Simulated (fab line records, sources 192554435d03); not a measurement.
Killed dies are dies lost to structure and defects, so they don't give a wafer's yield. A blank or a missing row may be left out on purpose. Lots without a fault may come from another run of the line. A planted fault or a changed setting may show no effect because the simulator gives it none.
Split-lot experiment | flow n5_finfet | 7 lots, 21 wafers read, on a route of 1938 steps

THE SPLIT
At N5_FIN_SAQP_PEB_14 (peb time 60 s), the setting peb_time_s was moved away from the recipe's 60 s on 10 of the 21 wafers read, by -19.0% to +22.0%. The other wafers ran this setting at the recipe's value.

FROM THE SPLIT TO THE READING: what the file shows between them, 1 step
- N5_FIN_SAQP_DEVELOP_15: develop time 30 s

THE READING
cd_nm, in nm, at N5_FIN_SAQP_CD_MEAS_16 (target cd 35.6 nm). Fault-free wafers of this fab line usually give 35.70 nm, standard deviation 0.27 nm.

wafer  | tool, chamber at the split | peb_time_s as run, s | against the recipe | cd_nm, nm | against lot-mates on the recipe
L078.1 | litho_track-01, 0          | 54.5                 | -9.2%              | 36.98     | +1.45
L078.2 | litho_track-01, 0          | 60                   | recipe             | 35.53     | -
L078.3 | litho_track-01, 0          | 54.5                 | -9.2%              | 37.05     | +1.52
L079.1 | litho_track-02, 0          | 48.59                | -19.0%             | 38.64     | +2.29
L079.3 | litho_track-02, 0          | 60                   | recipe             | 36.35     | -
L079.4 | litho_track-02, 0          | 48.59                | -19.0%             | 39.04     | +2.69
L081.2 | litho_track-03, 0          | 65.5                 | +9.2%              | 34.64     | -0.91
L081.5 | litho_track-03, 0          | 65.5                 | +9.2%              | 34.55     | -1.00
L081.6 | litho_track-03, 0          | 60                   | recipe             | 35.55     | -
L085.2 | litho_track-01, 0          | 49.99                | -16.7%             | 38.67     | +3.34
L085.4 | litho_track-01, 0          | 49.99                | -16.7%             | 38.01     | +2.68
L085.6 | litho_track-01, 0          | 60                   | recipe             | 35.33     | -
L087.1 | litho_track-02, 0          | 60                   | recipe             | 35.69     | -
L087.2 | litho_track-02, 0          | 60                   | recipe             | 35.44     | -
L087.4 | litho_track-02, 0          | 73.17                | +22.0%             | 33.37     | -2.20
L091.1 | litho_track-02, 0          | 60                   | recipe             | 35.70     | -
L091.2 | litho_track-02, 0          | 72.94                | +21.6%             | 32.96     | -2.73
L091.4 | litho_track-02, 0          | 60                   | recipe             | 35.68     | -
L097.1 | litho_track-03, 0          | 60                   | recipe             | 35.92     | -
L097.2 | litho_track-03, 0          | 60                   | recipe             | 35.84     | -
L097.4 | litho_track-03, 0          | 60                   | recipe             | 35.77     | -

THE FIT
A straight line over all 21 wafers: cd_nm changes by -0.14 nm for each +1% of peb_time_s; r = -0.98; the points scatter about the line by 0.32 nm.
The same after taking each lot's own level away (the mean of its wafers on the recipe; 21 wafers): -0.134 nm for each +1%; r = -0.98; scatter 0.31 nm.
On that fit, the largest move of peb_time_s shifts the reading by 2.9 nm.
The lots' own levels span 35.330 to 36.350 nm, that is 3.8 times the standard deviation above.
So the lot-to-lot level changes the slope little: the two slopes agree.
Check: with one of the wafers moved furthest among these (+22.0%) left out of the fit, the line predicts -2.97 nm for it against its lot-mates. It came out at -2.2 nm against them.

OTHER SPLITS ON THESE WAFERS
These wafers also went through other splits before the reading. Each is held against what the fit with the lots' levels taken away leaves over:
other split on the same wafers | wafers away from the commonest value | r with cd_nm (lot level and that fit taken away)
N5_ZERO_LAYER_PECVD_02 time_s  | 7                                    | -0.09
N5_WELL_APT_EXPOSE_22 dose_mj  | 7                                    | -0.30
N5_WELL_APT_PEB_23 peb_temp_c  | 4                                    | +0.12
N5_FIN_SAQP_PECVD_47 time_s    | 10                                   | -0.27

THE FILE'S OWN FIT
cd_nm changes by -0.129 nm for each +1% of peb_time_s, r = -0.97.
